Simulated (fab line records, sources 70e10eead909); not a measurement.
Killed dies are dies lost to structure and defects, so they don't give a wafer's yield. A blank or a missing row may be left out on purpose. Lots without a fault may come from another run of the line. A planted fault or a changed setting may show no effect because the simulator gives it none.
Which tool did it? | flow nand_harc | 15 lots, 45 wafers sampled, at 4 steps of a route of 1302

WHAT THE GAUGES READ, wafer by wafer
The record holds no reading of a measuring or inspecting step that can be judged against a usual standard deviation.

WHICH TOOL RAN EACH LOT (tool, then ch and the chambers of the sampled wafers, then the start)
lot  | NHARC_A_CONTACT_ETCH_138             | NHARC_A_BLC_EXPOSE_07              | NHARC_A_BLC_ETCH_18                           | NHARC_A_BLC_STRIP_29
L166 | har_cap_etch-01 ch 0,1, day 22 12:19 | arfi_scanner-02 ch 0, day 22 16:37 | rie_diel-10 ch 1,2,3, day 22 18:01 or earlier | rie_diel-09 ch 0,1,2, day 22 18:01
L168 | har_cap_etch-03 ch 0,1, day 22 23:56 | arfi_scanner-03 ch 0, day 23 03:47 | rie_diel-09 ch 1,2, day 23 05:10 or earlier   | rie_diel-10 ch 0,1, day 23 05:10
L171 | har_cap_etch-01 ch 0,1, day 23 21:17 | arfi_scanner-01 ch 0, day 24 01:00 | rie_diel-09 ch 1,3, day 24 02:22 or earlier   | rie_diel-10 ch 1,2, day 24 02:22
L170 | har_cap_etch-02 ch 0,1, day 23 22:52 | arfi_scanner-03 ch 0, day 24 02:41 | rie_diel-10 ch 2,3, day 24 04:05 or earlier   | rie_diel-12 ch 0,1,2, day 24 04:05
L173 | har_cap_etch-03 ch 0,1, day 26 06:16 | arfi_scanner-03, day 26 09:59      | rie_diel-09 ch 1,2,3, day 26 11:32 or earlier | rie_diel-09 ch 1,2, day 26 11:32
L176 | har_cap_etch-01 ch 0,1, day 27 00:30 | arfi_scanner-03, day 27 04:13      | rie_diel-10 ch 1,2, day 27 05:35 or earlier   | rie_diel-10 ch 1,2,3, day 27 05:35
L177 | har_cap_etch-02 ch 0,1, day 27 04:17 | arfi_scanner-03, day 27 08:18      | rie_diel-09 ch 0,2,3, day 27 09:48 or earlier | rie_diel-10 ch 0,1,3, day 27 09:48
L181 | har_cap_etch-02 ch 0,1, day 29 10:41 | arfi_scanner-03 ch 0, day 29 14:34 | rie_diel-10 ch 0,1,2, day 29 15:56 or earlier | rie_diel-10 ch 0,1,3, day 29 15:56
L184 | har_cap_etch-01 ch 0,1, day 30 04:51 | arfi_scanner-03 ch 0, day 30 08:47 | rie_diel-09 ch 0,1,2, day 30 10:10 or earlier | rie_diel-10 ch 0,1,3, day 30 10:10
L183 | har_cap_etch-03 ch 0,1, day 30 06:19 | arfi_scanner-01 ch 0, day 30 10:17 | rie_diel-09 ch 0,1,2, day 30 12:02 or earlier | rie_diel-09 ch 0,2,3, day 30 12:02
L186 | har_cap_etch-02 ch 0,1, day 30 11:17 | arfi_scanner-01 ch 0, day 30 15:00 | rie_diel-09 ch 1,2, day 30 16:22 or earlier   | rie_diel-10 ch 0,1,3, day 30 16:22
L185 | har_cap_etch-03 ch 0,1, day 30 13:04 | arfi_scanner-02 ch 0, day 30 17:05 | rie_diel-09 ch 0,2,3, day 30 18:27 or earlier | rie_diel-10 ch 1,2,3, day 30 18:27
L187 | har_cap_etch-03 ch 0,1, day 31 04:31 | arfi_scanner-02 ch 0, day 31 08:22 | rie_diel-09 ch 0,1,2, day 31 09:44 or earlier | rie_diel-10 ch 1,2, day 31 09:44
L188 | har_cap_etch-02 ch 0,1, day 31 19:41 | arfi_scanner-01 ch 0, day 31 23:37 | rie_diel-09 ch 0,1,3, day 32 00:59 or earlier | rie_diel-10 ch 0,1,2, day 32 00:59
L189 | har_cap_etch-03 ch 0,1, day 32 19:29 | arfi_scanner-01 ch 0, day 32 23:17 | rie_diel-09 ch 0,2,3, day 33 00:41 or earlier | rie_diel-10 ch 0,1,3, day 33 00:41
- NHARC_A_CONTACT_ETCH_138: etches the open film in C4F8/O2/Ar, time 311 s, target depth 1914 nm.
- NHARC_A_BLC_EXPOSE_07: exposes mask A BLC, target cd 100 nm.
- NHARC_A_BLC_ETCH_18: etches the open film in C4F8/O2/Ar, target depth 910 nm.
- NHARC_A_BLC_STRIP_29: strips in CF4.

WHAT THE TOOLS THEMSELVES READ (means of the sampled wafers that have a number; where no wafer has one, the mark that the record gives instead)
NHARC_A_BLC_EXPOSE_07.
lot  | tool            | exposure_dose_mJ_cm2 | focus_offset_nm (nm)
L166 | arfi_scanner-02 | 67.95                | 0.3
L168 | arfi_scanner-03 | 67.99                | -0.1
L171 | arfi_scanner-01 | 67.93                | -0.1
L170 | arfi_scanner-03 | 67.94                | -0.1
L173 | arfi_scanner-03 | -                    | -
L176 | arfi_scanner-03 | -                    | -
L177 | arfi_scanner-03 | -                    | -
L181 | arfi_scanner-03 | 68.02                | -0.2
L184 | arfi_scanner-03 | 67.93                | -0.9
L183 | arfi_scanner-01 | 67.92                | 0.3
L186 | arfi_scanner-01 | 67.97                | 0.4
L185 | arfi_scanner-02 | 67.91                | -0.1
L187 | arfi_scanner-02 | 68.07                | 0.4
L188 | arfi_scanner-01 | 67.97                | -0.0
L189 | arfi_scanner-01 | 68.00                | -0.8

NHARC_A_BLC_ETCH_18.
lot  | tool        | oes_product_au (a.u.) | rf_vpp_V (V)
L166 | rie_diel-10 | 0.968                 | 979
L168 | rie_diel-09 | 0.919                 | 973
L171 | rie_diel-09 | 0.969                 | 977
L170 | rie_diel-10 | 0.946                 | 981
L173 | rie_diel-09 | 0.921                 | 978
L176 | rie_diel-10 | 0.972                 | 973
L177 | rie_diel-09 | 0.924                 | 982
L181 | rie_diel-10 | 0.974                 | 977
L184 | rie_diel-09 | 0.979                 | 976
L183 | rie_diel-09 | 0.926                 | 977
L186 | rie_diel-09 | 0.983                 | 973
L185 | rie_diel-09 | 0.977                 | 982
L187 | rie_diel-09 | 0.970                 | 976
L188 | rie_diel-09 | 0.962                 | 982
L189 | rie_diel-09 | 0.923                 | 980

NHARC_A_BLC_STRIP_29.
lot  | tool        | cf4_flow_sccm (sccm) | drypump_motor_current_A (A) | oes_product_au (a.u.) | rf_vpp_V (V) | showerhead_plenum_p_Torr (Torr) | throttle_valve_pct (%)
L166 | rie_diel-09 | 149.6                | 6.44                        | 0.987                 | 59.4         | 1.75                            | 13.285
L168 | rie_diel-10 | 150.2                | 5.98                        | 1.008                 | 60.1         | 1.82                            | 13.280
L171 | rie_diel-10 | 150.5                | 6.04                        | 1.006                 | 58.9         | 1.74                            | 13.277
L170 | rie_diel-12 | 149.9                | 6.09                        | 0.996                 | 59.4         | 1.72                            | 13.284
L173 | rie_diel-09 | 149.9                | 6.49                        | 0.988                 | 60.1         | 1.71                            | 13.283
L176 | rie_diel-10 | 150.1                | 6.15                        | 1.009                 | 59.6         | 1.77                            | 13.281
L177 | rie_diel-10 | 149.9                | 6.06                        | 0.994                 | 60.3         | 1.83                            | 13.283
L181 | rie_diel-10 | 149.8                | 6.03                        | 1.004                 | 59.4         | 1.83                            | 13.285
L184 | rie_diel-10 | 149.6                | 6.04                        | 1.006                 | 59.8         | 1.83                            | 13.284
L183 | rie_diel-09 | 150.2                | 6.12                        | 1.006                 | 59.2         | 1.81                            | 13.294
L186 | rie_diel-10 | 149.5                | 6.06                        | 0.997                 | 59.9         | 1.83                            | 13.291
L185 | rie_diel-10 | 150.3                | 6.13                        | 0.998                 | 59.7         | 1.77                            | 13.286
L187 | rie_diel-10 | 150.4                | 6.17                        | 1.002                 | 59.1         | 1.70                            | 13.276
L188 | rie_diel-10 | 149.9                | 6.06                        | 1.002                 | 59.1         | 1.76                            | 13.280
L189 | rie_diel-10 | 149.8                | 6.05                        | 1.000                 | 60.3         | 1.83                            | 13.281

THE ANSWER, worked out from the rows above alone
Rule: what is usual is taken from the lots themselves. Put in order of their means at a reading, lots are off if they are a third of the lots or fewer, leave a main group of 4 or more, and stand apart from it by a gap of 3 or more times the standard deviation of the main group's means; of several such gaps the widest counts. A main group whose means are all the same, to the digits that the tables above print for the reading, isn't used. A lot without any number at a reading at which 4 lots or more have one is off too. The other lots that the step has rows for count as sound. The gauges are gone through in route order, then the tools' own readings, and for those a lot's mean is taken as printed above. The first step at which some lot is off is used, and at that step the reading that is off furthest; a lot without a number counts as furthest.
Off: L173, L176, L177, at NHARC_A_BLC_EXPOSE_07 (exposure_dose_mJ_cm2). Without a number there: L173, L176, L177. The main group: mean 67.97, standard deviation 0.045.
A tool fits if, at that step or a process step before it, it ran every lot that is off, and no sound lot after the first of them. None of those tried fits.

WHAT THE SIMULATOR HAD PUT IN
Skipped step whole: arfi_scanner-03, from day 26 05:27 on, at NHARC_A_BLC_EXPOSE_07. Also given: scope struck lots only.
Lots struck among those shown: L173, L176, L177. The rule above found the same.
